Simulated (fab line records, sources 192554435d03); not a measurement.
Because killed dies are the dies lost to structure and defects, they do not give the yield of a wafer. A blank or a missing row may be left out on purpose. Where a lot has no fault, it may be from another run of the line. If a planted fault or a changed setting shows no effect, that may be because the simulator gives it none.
Chamber matching	flow n5_finfet	N5_BEOL_M4_STRIP_36 on rie_diel-02 has 4 sister chambers
The step strips in N2/H2. 8 wafers are shown with their chamber, then 7 later ones without.

## WAFERS, EACH WITH ITS CHAMBER
wafer	chamber	drypump_motor_current_A (A)	throttle_valve_pct (%)
L083.1	1	5.0	23.30
L083.2	0	5.7	24.11
L083.5	2	6.0	23.67
L084.1	3	5.4	23.35
L084.5	2	5.9	23.71
L084.6	3	5.4	23.38
L088.2	1	5.0	23.28
L088.5	0	5.7	24.13

## WAFERS WHOSE CHAMBER IS MISSING
wafer	drypump_motor_current_A (A)	throttle_valve_pct (%)
L088.6	5.0	23.30
L090.2	5.7	24.12
L090.3	5.4	23.40
L090.4	5.9	23.73
L089.3	5.7	24.15
L089.4	5.4	23.37
L089.5	5.9	23.71

## EACH ONE'S CHAMBER
wafer	from the rows above	in truth
L088.6	1	1
L090.2	0	0
L090.3	3	3
L090.4	2	2
L089.3	0	0
L089.4	3	3
L089.5	2	2
Placed correctly: 7 of 7. Number that these rows cannot place: 0. Wrongly placed: 0.
How it was worked out, from the rows above alone: a wafer's distance from a chamber is the root of the sum, over the readings, of the square of ((its reading less the chamber's mean) divided by the reading's scatter). If the next closest chamber is less than 2 further off than the closest, the wafer can't be placed; otherwise it belongs to the closest. Each chamber's mean is taken over the wafers shown for it. How the scatter is found: for the shown wafers, subtract from each reading the mean of its chamber, square and add these, divide the total by (wafers less chambers), then take the root.
